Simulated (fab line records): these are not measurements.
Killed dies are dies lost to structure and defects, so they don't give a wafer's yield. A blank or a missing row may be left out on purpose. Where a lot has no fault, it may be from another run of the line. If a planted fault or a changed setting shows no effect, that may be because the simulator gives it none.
fab line records / flow n5_finfet
[record] lots = 4 wafers = 12 last_day = 19
route steps=1938 shown BEOL_M0_SAQP@674 BEOL_M0_CUTY@701 BEOL_M0@715 BEOL_M4@1111 PASSIVATION@1936
lots untouched by any fault: they come from a run of this same line in which no faults occurred
start_h: the number of hours between the record's first day and the start of the first shown wafer of the lot / wait_h: how many hours have passed since the lot's step before this one / " as in the row above / L1.1+2: a single row standing in for several wafers / - either no value or no given start / * or withheld: withheld / < > ~ a bound
route shown NAME@n: a module of which the file shows steps, and the number in the route of the first / usual: average and standard deviation across the fault-free wafers / same: alike in all rows / chamber/n: place in a boat / sites: each site's reading / _std_site: how widely they spread, as a standard deviation / _edge_site: outer sites' mean less inner sites' / radius_mm: for every site, how far away it sits from the centre of the wafer / mask NAME#n: copy n / behind: the most recent tool/chamber to have shaped the wafer / hold: the reason the lot was held/the length of the hold in hours/how it ended / device: the n, p or np transistor that did not switch / end of line: tests of these same wafers at the route's end / step lacking rows: just its recipe / killed: count of dies lost to structure and defects at first sort (not the wafer's yield) / map: the dies of a wafer, with x for killed, . for not killed, _ for no die there
set.NAME: setting as actually run; set.NAME@STEP: the setting as run at that earlier step / model.NAME: the simulator's own value behind a step, which no gauge read
lots at selected steps of the route; one table per step, one row per wafer
services: when a tool's chamber went out of use (start_h, in hours from the record's first day, below 0 if earlier), for how many hours, and the reason
[[steps]]
[step N5_BEOL_M0_SAQP_STRIP_108]
[recipe] chemistry = N2/H2 power_w = 500 temp_c = 40 pressure_mtorr = 50 rf_frequency_hz = 6e+07 overash_fraction = 0.3 bias_power_w = 28 h2_frac = 0.5 n2_flow_sccm = 300 h2_flow_sccm = 300
[step N5_BEOL_M0_SAQP_RECESS_109]
[recipe] chemistry = HF/NH3 target = SiO2 target_depth_a = 30 afs_cycles = 1 temp_c = 30 sublimation_temp_c = 180 sublimation_time_s = 60
[step N5_BEOL_M0_SAQP_SPACER2_ALD_26]
[recipe] material = SiO2 target_thk_a = 150 temp_c = 300 ald_precursor_family = BDEAS ald_co_reactant = O2-plasma pulse_time_s = 1 purge_time_s = 2 co_reactant_purge_time_s = 2 pressure_torr = 2
[step N5_BEOL_M0_SAQP_SPACER2_ETCHBACK_27]
[recipe] chemistry = CHF3/O2 mode = anisotropic_etchback target = SiO2 target_depth_a = 225 time_s = 11.25 pressure_mtorr = 30 source_w = 650 bias_w = 170 Ar_flow_sccm = 200 CHF3_flow_sccm = 50 O2_flow_sccm = 5 ion_energy_ev = 200
[step N5_BEOL_M0_SAQP_MANDREL2_REMOVE_110]
[recipe] chemistry = HBr/Cl2/O2 bt_time_s = 10 target = a-Si stop_on = SiCN endpoint = OES-SiCl over_etch_frac = 1 icp_w = 600 bias_w = 30 HBr_flow_sccm = 150 Cl2_flow_sccm = 80 O2_flow_sccm = 5 pressure_mtorr = 10
[step N5_BEOL_M0_SAQP_COAT_69]
[recipe] resist = SOC temp_c = 250 time_s = 60 spin_rpm = 1500 resist_thk_nm = 90
[step N5_BEOL_M0_SAQP_COAT_72]
[recipe] resist = SiARC temp_c = 220 time_s = 60 spin_rpm = 1500 resist_thk_nm = 15
[step N5_BEOL_M0_SAQP_COAT_87]
[recipe] resist = underlayer temp_c = 205 time_s = 60 spin_rpm = 1500 resist_thk_nm = 5
[step N5_BEOL_M0_SAQP_COAT_34]
[recipe] resist = CAR-EUV spin_rpm = 1500 resist_thk_nm = 30
[step N5_BEOL_M0_SAQP_EBR_36]
[recipe] solvent = PGMEA ebr_width_mm = 1.5
[step N5_BEOL_M0_SAQP_SOFTBAKE_35]
[recipe] temp_c = 110 time_s = 60 resist = CAR-EUV
[step N5_BEOL_M0_SAQP_EXPOSE_37]
[recipe] mask_id = M0_CUT1 na = 0.33 source_shape = annular sigma_inner = 0.35 sigma_outer = 0.8 polarization = unpolarized target_cd_nm = 30 dose_mj = 44.75
lot.wafer=L864.2+3+6 tool=euv_scanner-01 chamber=0 start_h=130.86 wait_h=- mask=M0_CUT1#0 model.BEOL_M0_SAQP.overlay_x_nm=-0.2
lot.wafer=L874.3+4+6 tool=euv_scanner-01 chamber=0 start_h=197.91 wait_h=- mask=M0_CUT1#0 model.BEOL_M0_SAQP.overlay_x_nm=13
lot.wafer=L876.1+4+5 tool=euv_scanner-01 chamber=0 start_h=205.39 wait_h=- mask=M0_CUT1#0 model.BEOL_M0_SAQP.overlay_x_nm=12.4
lot.wafer=L881.3+4+6 tool=euv_scanner-02 chamber=0 start_h=238.51 wait_h=- mask=M0_CUT1#0 model.BEOL_M0_SAQP.overlay_x_nm=0
[step N5_BEOL_M0_SAQP_PEB_38]
[recipe] peb_temp_c = 100 peb_time_s = 60 resist = CAR-EUV
[step N5_BEOL_M0_SAQP_DEVELOP_39]
[recipe] develop_time_s = 30 developer = TMAH resist = CAR-EUV rinse_liquid = surfactant_rinse dry = air_spin dev_temp_c = 23
[step N5_BEOL_M0_SAQP_OVL_MEAS_41]
[recipe] points_per_wafer = 522
[usual] M0_CUT1_OVL = -0.3/0.73
lot.wafer=L864.2 tool=overlay-02 chamber=0 start_h=131.03 wait_h=0.0 M0_CUT1_OVL[nm]=-0.5
lot.wafer=L864.3 tool=overlay-02 chamber=0 start_h=131.03 wait_h=0.0 M0_CUT1_OVL[nm]=-0.7
lot.wafer=L864.6 tool=overlay-02 chamber=0 start_h=131.03 wait_h=0.0 M0_CUT1_OVL[nm]=-0.5
lot.wafer=L874.3 tool=overlay-01 chamber=0 start_h=198.07 wait_h=0.0 M0_CUT1_OVL[nm]=12.5
lot.wafer=L874.4 tool=overlay-01 chamber=0 start_h=198.07 wait_h=0.0 M0_CUT1_OVL[nm]=12.0
lot.wafer=L874.6 tool=overlay-01 chamber=0 start_h=198.07 wait_h=0.0 M0_CUT1_OVL[nm]=12.5
lot.wafer=L876.1 tool=overlay-02 chamber=0 start_h=205.56 wait_h=0.0 M0_CUT1_OVL[nm]=12.3
lot.wafer=L876.4 tool=overlay-02 chamber=0 start_h=205.56 wait_h=0.0 M0_CUT1_OVL[nm]=11.4
lot.wafer=L876.5 tool=overlay-02 chamber=0 start_h=205.56 wait_h=0.0 M0_CUT1_OVL[nm]=11.7
lot.wafer=L881.3 tool=overlay-02 chamber=0 start_h=238.67 wait_h=0.0 M0_CUT1_OVL[nm]=-0.6
lot.wafer=L881.4 tool=overlay-02 chamber=0 start_h=238.67 wait_h=0.0 M0_CUT1_OVL[nm]=-0.6
lot.wafer=L881.6 tool=overlay-02 chamber=0 start_h=238.67 wait_h=0.0 M0_CUT1_OVL[nm]=0.1
[step N5_BEOL_M0_SAQP_DESCUM_45]
[recipe] chemistry = O2 time_s = 7 source_power_w = 50 bias_power_w = 20 pressure_mtorr = 20 rf_frequency_hz = 2.712e+07 temp_c = 40 resist = CAR-EUV o2_flow_sccm = 225
[step N5_BEOL_M0_SAQP_ETCH_88]
[recipe] chemistry = N2/H2 target = underlayer target_depth_a = 65 time_s = 5.2 ion_energy_ev = 200 mask_material = CAR-EUV pressure_mtorr = 30 source_w = 840 bias_w = 150 n2_flow_sccm = 200 h2_flow_sccm = 200 ends = cleared
[step N5_BEOL_M0_SAQP_ETCH_73]
[recipe] chemistry = CF4 target = SiARC target_depth_a = 195 mask_material = CAR-EUV time_s = 32.5 ion_energy_ev = 80 pressure_mtorr = 40 source_w = 545 bias_w = 36 Ar_flow_sccm = 100 cf4_flow_sccm = 100 ends = cleared
[step N5_BEOL_M0_SAQP_CUT_ETCH_46]
[recipe] chemistry = N2/H2 target = SOC target_depth_a = 1350 overetch_a = 270 temp_c = 40 time_s = 202.5 ion_energy_ev = 200 mask_material = SiARC pressure_mtorr = 30 source_w = 840 bias_w = 150 n2_flow_sccm = 200 h2_flow_sccm = 200
[step N5_BEOL_M0_SAQP_STRIP_74]
[recipe] chemistry = N2/H2 temp_c = 40 n2_flow_sccm = 200 h2_flow_sccm = 200 rf_frequency_hz = 6e+07
[step N5_BEOL_M0_SAQP_STRIP_89]
[recipe] chemistry = N2/H2 temp_c = 40 n2_flow_sccm = 200 h2_flow_sccm = 200 rf_frequency_hz = 6e+07
[step N5_BEOL_M0_SAQP_ALD_48]
[recipe] material = SiO2 target_thk_a = 200 temp_c = 100 ald_precursor_family = BDEAS ald_co_reactant = O2-plasma pulse_time_s = 1 co_reactant_pulse_time_s = 1 purge_time_s = 2 co_reactant_purge_time_s = 2 ald_cycles = 139 pressure_torr = 2
[step N5_BEOL_M0_SAQP_ETCH_49]
[recipe] chemistry = CF4/O2 target_depth_a = 370 target = SiO2 pressure_mtorr = 40 source_w = 535 bias_w = 49 Ar_flow_sccm = 100 cf4_flow_sccm = 100 O2_flow_sccm = 10 ion_energy_ev = 100
[step N5_BEOL_M0_SAQP_STRIP_75]
[recipe] chemistry = CF4 resist = SiARC power_w = 300 bias_power_w = 75 pressure_mtorr = 50 cf4_flow_sccm = 150 rf_frequency_hz = 6e+07
[step N5_BEOL_M0_CUTY_COAT_50]
[recipe] resist = SiARC temp_c = 220 time_s = 60 spin_rpm = 1500 resist_thk_nm = 15
[step N5_BEOL_M0_CUTY_COAT_51]
[recipe] resist = CAR-ArF-block spin_rpm = 1500 resist_thk_nm = 150
[step N5_BEOL_M0_CUTY_EBR_52]
[recipe] solvent = PGMEA ebr_width_mm = 1.5
[step N5_BEOL_M0_CUTY_SOFTBAKE_53]
[recipe] temp_c = 110 time_s = 60 resist = CAR-ArF-block
[step N5_BEOL_M0_CUTY_EXPOSE_54]
[recipe] mask_id = M0_ABLK na = 1.35 source_shape = conventional sigma_outer = 0.8 polarization = unpolarized dose_mj = 36
[step N5_BEOL_M0_CUTY_PEB_55]
[recipe] peb_temp_c = 110 peb_time_s = 60 resist = CAR-ArF-block
[step N5_BEOL_M0_CUTY_DEVELOP_56]
[recipe] develop_time_s = 30 developer = TMAH resist = CAR-ArF-block rinse_liquid = diw dry = air_spin dev_temp_c = 23
[step N5_BEOL_M0_CUTY_DESCUM_61]
[recipe] chemistry = O2 time_s = 7.9 source_power_w = 50 bias_power_w = 20 pressure_mtorr = 20 rf_frequency_hz = 2.712e+07 temp_c = 40 resist = CAR-ArF-block o2_flow_sccm = 225
[step N5_BEOL_M0_CUTY_ETCH_62]
[recipe] chemistry = CF4 target = SiARC mask_material = CAR-ArF-block time_s = 58.5 ion_energy_ev = 80 pressure_mtorr = 40 source_w = 545 bias_w = 36 Ar_flow_sccm = 100 cf4_flow_sccm = 100 ends = cleared
[step N5_BEOL_M0_CUTY_ETCH_63]
[recipe] chemistry = N2/H2 target = SOC target_depth_a = 827 overetch_a = 165 mask_material = SiARC temp_c = 40 ion_energy_ev = 200 time_s = 124 pressure_mtorr = 30 source_w = 840 bias_w = 150 n2_flow_sccm = 200 h2_flow_sccm = 200
[step N5_BEOL_M0_CUTY_STRIP_64]
[recipe] chemistry = N2/H2 temp_c = 40 n2_flow_sccm = 200 h2_flow_sccm = 200 rf_frequency_hz = 6e+07
[step N5_BEOL_M0_ETCH_138]
[recipe] chemistry = CH3F/O2 target_depth_a = 120 target = SiCN time_s = 31.6 ion_energy_ev = 120 pressure_mtorr = 30 source_w = 395 bias_w = 75 Ar_flow_sccm = 150 CH3F_flow_sccm = 30 O2_flow_sccm = 20 ends = cleared
[step N5_BEOL_M4_RC_MEAS_101]
[usual] DIBL_N = 35.8/1.7 DIBL_P = 35.3/2 IOFF_N = 0.150/0.026 IOFF_P = 0.194/0.029 ION_N = 667/11 ION_P = 456/7.1 SS_N = 71.4/0.65 SS_P = 73.1/0.64 VT_N = 251/3 VT_P = -252/3.2
lot.wafer=L864.2 tool=prober-02 chamber=0 start_h=239.28 wait_h=0.2 DIBL_N[mV/V]=33.8 DIBL_P[mV/V]=36.5 IOFF_N[nA/um]=0.127 IOFF_P[nA/um]=0.164 ION_N[uA/um]=667 ION_P[uA/um]=454 SS_N[mV/dec]=71.2 SS_P[mV/dec]=73.3 VT_N[mV]=253 VT_P[mV]=-257
lot.wafer=L864.3 tool=prober-02 chamber=0 start_h=239.28 wait_h=0.2 DIBL_N[mV/V]=35.6 DIBL_P[mV/V]=37.6 IOFF_N[nA/um]=0.156 IOFF_P[nA/um]=0.179 ION_N[uA/um]=669 ION_P[uA/um]=458 SS_N[mV/dec]=71.8 SS_P[mV/dec]=73.0 VT_N[mV]=251 VT_P[mV]=-255
lot.wafer=L864.6 tool=prober-02 chamber=0 start_h=239.28 wait_h=0.2 DIBL_N[mV/V]=33.1 DIBL_P[mV/V]=35.3 IOFF_N[nA/um]=0.128 IOFF_P[nA/um]=0.163 ION_N[uA/um]=663 ION_P[uA/um]=457 SS_N[mV/dec]=71.4 SS_P[mV/dec]=72.1 VT_N[mV]=252 VT_P[mV]=-255
lot.wafer=L874.3 tool=prober-01 chamber=0 start_h=287.26 wait_h=0.3 DIBL_N[mV/V]=36.0 DIBL_P[mV/V]=35.9 IOFF_N[nA/um]=0.151 IOFF_P[nA/um]=0.202 ION_N[uA/um]=671 ION_P[uA/um]=460 SS_N[mV/dec]=70.7 SS_P[mV/dec]=73.5 VT_N[mV]=250 VT_P[mV]=-251
lot.wafer=L874.4 tool=prober-01 chamber=0 start_h=287.26 wait_h=0.3 DIBL_N[mV/V]=33.9 DIBL_P[mV/V]=32.7 IOFF_N[nA/um]=0.123 IOFF_P[nA/um]=0.162 ION_N[uA/um]=656 ION_P[uA/um]=453 SS_N[mV/dec]=71.0 SS_P[mV/dec]=72.5 VT_N[mV]=252 VT_P[mV]=-254
lot.wafer=L874.6 tool=prober-01 chamber=0 start_h=287.26 wait_h=0.3 DIBL_N[mV/V]=33.7 DIBL_P[mV/V]=33.0 IOFF_N[nA/um]=0.113 IOFF_P[nA/um]=0.160 ION_N[uA/um]=656 ION_P[uA/um]=453 SS_N[mV/dec]=70.8 SS_P[mV/dec]=72.3 VT_N[mV]=253 VT_P[mV]=-254
lot.wafer=L876.1 tool=prober-02 chamber=0 start_h=313.71 wait_h=0.0 DIBL_N[mV/V]=33.4 DIBL_P[mV/V]=34.1 IOFF_N[nA/um]=0.117 IOFF_P[nA/um]=0.176 ION_N[uA/um]=664 ION_P[uA/um]=461 SS_N[mV/dec]=70.9 SS_P[mV/dec]=72.9 VT_N[mV]=255 VT_P[mV]=-251
lot.wafer=L876.4 tool=prober-02 chamber=0 start_h=313.71 wait_h=0.0 DIBL_N[mV/V]=35.8 DIBL_P[mV/V]=37.1 IOFF_N[nA/um]=0.152 IOFF_P[nA/um]=0.223 ION_N[uA/um]=675 ION_P[uA/um]=469 SS_N[mV/dec]=70.9 SS_P[mV/dec]=73.5 VT_N[mV]=248 VT_P[mV]=-249
lot.wafer=L876.5 tool=prober-02 chamber=0 start_h=313.71 wait_h=0.0 DIBL_N[mV/V]=38.3 DIBL_P[mV/V]=38.8 IOFF_N[nA/um]=0.194 IOFF_P[nA/um]=0.245 ION_N[uA/um]=684 ION_P[uA/um]=465 SS_N[mV/dec]=71.8 SS_P[mV/dec]=74.2 VT_N[mV]=247 VT_P[mV]=-246
lot.wafer=L881.3 tool=prober-01 chamber=0 start_h=339.03 wait_h=0.3 DIBL_N[mV/V]=36.4 DIBL_P[mV/V]=35.4 IOFF_N[nA/um]=0.173 IOFF_P[nA/um]=0.183 ION_N[uA/um]=660 ION_P[uA/um]=446 SS_N[mV/dec]=72.2 SS_P[mV/dec]=73.2 VT_N[mV]=248 VT_P[mV]=-255
lot.wafer=L881.4 tool=prober-01 chamber=0 start_h=339.03 wait_h=0.3 DIBL_N[mV/V]=35.1 DIBL_P[mV/V]=34.1 IOFF_N[nA/um]=0.147 IOFF_P[nA/um]=0.167 ION_N[uA/um]=669 ION_P[uA/um]=450 SS_N[mV/dec]=71.7 SS_P[mV/dec]=72.8 VT_N[mV]=251 VT_P[mV]=-254
lot.wafer=L881.6 tool=prober-01 chamber=0 start_h=339.03 wait_h=0.3 DIBL_N[mV/V]=33.0 DIBL_P[mV/V]=31.0 IOFF_N[nA/um]=0.116 IOFF_P[nA/um]=0.135 ION_N[uA/um]=646 ION_P[uA/um]=443 SS_N[mV/dec]=71.0 SS_P[mV/dec]=71.7 VT_N[mV]=253 VT_P[mV]=-257
[step N5_PASSIVATION_PROBE_49]
[usual] defect_limited_yield = 91.5/1.4 killed_at_M0_to_M3 = 34/11 killed_at_M4_up = 15/6 killed_at_contacts = 11/5.9 killed_at_front_end = 37/11 killed_at_other = 3.6/2.9 killed_dies = 101/17 killed_on_rim = 13/4 killed_open = 66/12 killed_short = 33/7.8 sort_bin_5_function = 5.0/0.97 sort_bin_6_memory = 3.2/0.65 sort_bin_8_speed = 0.02/0.2 sort_n_pass = 1079/17 sort_yield_pct = 91.4/1.4
[same] gross_dies = 1180 killed_at_back_side = 0 sort_bin_4_leakage[%] = 0
lot.wafer=L874.3 tool=prober-01 chamber=- start_h=392.47 wait_h=0.1 defect_limited_yield[%]=0 killed_at_M0_to_M3=1114 killed_at_M4_up=20 killed_at_contacts=3 killed_at_front_end=40 killed_at_other=3 killed_dies=1180 killed_on_rim=152 killed_open=62 killed_short=39 sort_bin_5_function[%]=52.9 sort_bin_6_memory[%]=2.7 sort_bin_8_speed[%]=0 sort_n_pass=0 sort_yield_pct[%]=0
lot.wafer=L874.4 tool=prober-01 chamber=- start_h=392.52 wait_h=0.2 defect_limited_yield[%]=0 killed_at_M0_to_M3=1113 killed_at_M4_up=14 killed_at_contacts=8 killed_at_front_end=43 killed_at_other=2 killed_dies=1180 killed_on_rim=152 killed_open=60 killed_short=39 sort_bin_5_function[%]=48.1 sort_bin_6_memory[%]=3.4 sort_bin_8_speed[%]=0 sort_n_pass=0 sort_yield_pct[%]=0
lot.wafer=L874.6 tool=prober-01 chamber=- start_h=392.62 wait_h=0.3 defect_limited_yield[%]=0 killed_at_M0_to_M3=1111 killed_at_M4_up=11 killed_at_contacts=9 killed_at_front_end=46 killed_at_other=3 killed_dies=1180 killed_on_rim=152 killed_open=73 killed_short=40 sort_bin_5_function[%]=50.1 sort_bin_6_memory[%]=3.5 sort_bin_8_speed[%]=0 sort_n_pass=0 sort_yield_pct[%]=0
lot.wafer=L881.3 tool=prober-01 chamber=- start_h=454.98 wait_h=0.1 defect_limited_yield[%]=92.0 killed_at_M0_to_M3=40 killed_at_M4_up=15 killed_at_contacts=8 killed_at_front_end=29 killed_at_other=2 killed_dies=94 killed_on_rim=10 killed_open=59 killed_short=32 sort_bin_5_function[%]=4.7 sort_bin_6_memory[%]=3.0 sort_bin_8_speed[%]=0.08 sort_n_pass=1085 sort_yield_pct[%]=91.9
lot.wafer=L881.4 tool=prober-01 chamber=- start_h=455.03 wait_h=0.2 defect_limited_yield[%]=91.0 killed_at_M0_to_M3=45 killed_at_M4_up=20 killed_at_contacts=9 killed_at_front_end=32 killed_at_other=0 killed_dies=106 killed_on_rim=17 killed_open=71 killed_short=29 sort_bin_5_function[%]=5.1 sort_bin_6_memory[%]=3.5 sort_bin_8_speed[%]=0 sort_n_pass=1074 sort_yield_pct[%]=91.0
lot.wafer=L881.6 tool=prober-01 chamber=- start_h=455.13 wait_h=0.3 defect_limited_yield[%]=93.6 killed_at_M0_to_M3=30 killed_at_M4_up=12 killed_at_contacts=7 killed_at_front_end=26 killed_at_other=1 killed_dies=76 killed_on_rim=11 killed_open=55 killed_short=20 sort_bin_5_function[%]=4.1 sort_bin_6_memory[%]=2.4 sort_bin_8_speed[%]=0.17 sort_n_pass=1102 sort_yield_pct[%]=93.4
// killed by level:class
L874.3 BEOL_M0_SAQP:overlay=1079 BEOL_M0_SAQP:geometric_particle:short=11 STI_FIN_REVEAL:geometric_particle:open=8 BEOL_M0_SAQP:geometric_particle:open=7 FIN_SAQP:geometric_particle:short=6 FIN_SAQP:geometric_particle:open=6 BEOL_M1:geometric_particle:open=6 BEOL_M2:geometric_particle:open=5
L874.4 BEOL_M0_SAQP:overlay=1081 BEOL_M0_SAQP:geometric_particle:short=12 STI_FIN_REVEAL:geometric_particle:open=11 GATE_CUT:geometric_particle:short=8 BEOL_M0_SAQP:geometric_particle:open=7 BEOL_M2:geometric_particle:open=7 DUMMY_GATE:geometric_particle:open=5 MOL_CONTACT_COAG:geometric_particle:open=5
L874.6 BEOL_M0_SAQP:overlay=1067 BEOL_M0_SAQP:geometric_particle:short=13 GATE_CUT:geometric_particle:short=10 BEOL_M0_SAQP:geometric_particle:open=9 STI_FIN_REVEAL:geometric_particle:open=8 GATE_CUT:geometric_particle:open=7 MOL_CONTACT_COAG:geometric_particle:open=7 BEOL_M1:geometric_particle:open=7
L881.3 BEOL_M0_SAQP:geometric_particle:short=12 BEOL_M0_SAQP:geometric_particle:open=10 BEOL_M4:geometric_particle:open=10 BEOL_M3:geometric_particle:open=9 STI_FIN_REVEAL:geometric_particle:open=6 MOL_CONTACT_COAG:geometric_particle:open=6 GATE_CUT:geometric_particle:short=5 STI_FIN_REVEAL:geometric_particle:short=3
L881.4 BEOL_M3:geometric_particle:open=16 STI_FIN_REVEAL:geometric_particle:open=11 BEOL_M0_SAQP:geometric_particle:short=11 BEOL_M0_SAQP:geometric_particle:open=10 MOL_CONTACT_COAG:geometric_particle:open=8 BEOL_M4:geometric_particle:open=7 STI_FIN_REVEAL:geometric_particle:short=4 GATE_CUT:geometric_particle:open=4
L881.6 STI_FIN_REVEAL:geometric_particle:open=11 MOL_CONTACT_COAG:geometric_particle:open=7 BEOL_M3:geometric_particle:open=6 BEOL_M0_SAQP:geometric_particle:short=5 BEOL_M2:geometric_particle:open=5 BEOL_M0_SAQP:geometric_particle:open=4 BEOL_M1:geometric_particle:open=4 STARTING-WAFER:geometric_particle:short=4
// map L874.3 (x killed, . not)
_________________xxxxxxxxxxxx________________
______________xxxxxxxxxxxxxxxxxx_____________
___________xxxxxxxxxxxxxxxxxxxxxxxx__________
__________xxxxxxxxxxxxxxxxxxxxxxxxxx_________
________xxxxxxxxxxxxxxxxxxxxxxxxxxxxxx_______
_______xxxxxxxxxxxxxxxxxxxxxxxxxxxxxxxx______
______xxxxxxxxxxxxxxxxxxxxxxxxxxxxxxxxxx_____
_____xxxxxxxxxxxxxxxxxxxxxxxxxxxxxxxxxxxx____
____xxxxxxxxxxxxxxxxxxxxxxxxxxxxxxxxxxxxxx___
___xxxxxxxxxxxxxxxxxxxxxxxxxxxxxxxxxxxxxxxx__
___xxxxxxxxxxxxxxxxxxxxxxxxxxxxxxxxxxxxxxxx__
__xxxxxxxxxxxxxxxxxxxxxxxxxxxxxxxxxxxxxxxxxx_
__xxxxxxxxxxxxxxxxxxxxxxxxxxxxxxxxxxxxxxxxxx_
_xxxxxxxxxxxxxxxxxxxxxxxxxxxxxxxxxxxxxxxxxxxx
_xxxxxxxxxxxxxxxxxxxxxxxxxxxxxxxxxxxxxxxxxxxx
_xxxxxxxxxxxxxxxxxxxxxxxxxxxxxxxxxxxxxxxxxxxx
_xxxxxxxxxxxxxxxxxxxxxxxxxxxxxxxxxxxxxxxxxxxx
_xxxxxxxxxxxxxxxxxxxxxxxxxxxxxxxxxxxxxxxxxxxx
_xxxxxxxxxxxxxxxxxxxxxxxxxxxxxxxxxxxxxxxxxxxx
_xxxxxxxxxxxxxxxxxxxxxxxxxxxxxxxxxxxxxxxxxxxx
_xxxxxxxxxxxxxxxxxxxxxxxxxxxxxxxxxxxxxxxxxxxx
__xxxxxxxxxxxxxxxxxxxxxxxxxxxxxxxxxxxxxxxxxx_
__xxxxxxxxxxxxxxxxxxxxxxxxxxxxxxxxxxxxxxxxxx_
___xxxxxxxxxxxxxxxxxxxxxxxxxxxxxxxxxxxxxxxx__
___xxxxxxxxxxxxxxxxxxxxxxxxxxxxxxxxxxxxxxxx__
____xxxxxxxxxxxxxxxxxxxxxxxxxxxxxxxxxxxxxx___
_____xxxxxxxxxxxxxxxxxxxxxxxxxxxxxxxxxxxx____
______xxxxxxxxxxxxxxxxxxxxxxxxxxxxxxxxxx_____
_______xxxxxxxxxxxxxxxxxxxxxxxxxxxxxxxx______
________xxxxxxxxxxxxxxxxxxxxxxxxxxxxxx_______
__________xxxxxxxxxxxxxxxxxxxxxxxxxx_________
___________xxxxxxxxxxxxxxxxxxxxxxxx__________
______________xxxxxxxxxxxxxxxxxx_____________
_________________xxxxxxxxxxxx________________
// map L864.2 (x killed, . not)
_________________............________________
______________...........x......_____________
___________....x....x.x.....x.x.x.x__________
__________.....x..............x....._________
________..x............x..........x.x._______
_______................................______
______...................x.............._____
_____....................................____
____........x......x.................x....___
___..................xx.........x.........x__
___.............x..x.......................__
__...................x....x.........x......._
__...........x............x..............x.._
_.x.x.xx..............xx.........x......x....
_......................x....x...........x....
_..x..............x......x.............x.....
_.........x.x.x....x.x.......................
_...................x..x.....................
_.............xx.......x.....................
_...x...........x...x........................
_....xx.......................x..............
__......x.......x...xx...........x.........._
__.....xx......x......x....................._
___..................x....x................__
___.......x..................xxx.......x.xx__
____.....................x.........x......___
_____......x......x..x......xx...........____
______..x..x.x.....x.x.................._____
_______................................______
________..................xxxx.......x_______
__________..................x......._________
___________...........x.......x.x..__________
______________.................._____________
_________________...x........________________
[[services]]
tool=euv_scanner-02 chamber=- start_h=119.53 hours=1.0 kind=pm
tool=euv_scanner-01 chamber=- start_h=156.98 hours=1.0 kind=pm
tool=euv_scanner-01 chamber=- start_h=158.40 hours=4.6 kind=pm
tool=euv_scanner-02 chamber=- start_h=175.68 hours=1.0 kind=pm
tool=euv_scanner-01 chamber=0 start_h=177.06 hours=- kind=calibration
tool=euv_scanner-01 chamber=- start_h=192.34 hours=1.8 kind=repair
tool=euv_scanner-01 chamber=- start_h=213.13 hours=1.0 kind=pm
tool=euv_scanner-02 chamber=0 start_h=224.40 hours=- kind=calibration
tool=euv_scanner-02 chamber=- start_h=225.53 hours=0.8 kind=repair
tool=euv_scanner-02 chamber=- start_h=231.29 hours=4.6 kind=pm
[[key]]
[first_sign] step = N5_BEOL_M0_SAQP_OVL_MEAS_41 reading = M0_CUT1_OVL direction = up sigmas = 17 usual = -0.3 struck = 12.1
[effect] step = N5_PASSIVATION_PROBE_49 reading = killed_at_M0_to_M3 direction = up sigmas = 99+ usual = 34 struck = 1113
[model_effect] step = N5_BEOL_M0_SAQP_EXPOSE_37 value = BEOL_M0_SAQP.overlay_x_nm without = -0.1 struck = 12.7
[more_kills_born_at] N5_BEOL_M0_SAQP_EXPOSE_37@euv_scanner-01 = 3227
met_at N5_BEOL_M0_SAQP_EXPOSE_37
struck_wafers L874.3,L874.4,L874.6,L876.1,L876.4,L876.5
rows_end L876.1,L876.4,L876.5
onset_between 130.86 197.91
[fault] kind = scanner_matching_overlay tool = euv_scanner-01 chamber = - onset_h = 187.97 steps = N5_BEOL_M0_SAQP_EXPOSE_37 offset = 12.89
// rows_end: these wafers met a further fault down the route, and their rows from its step on are left out
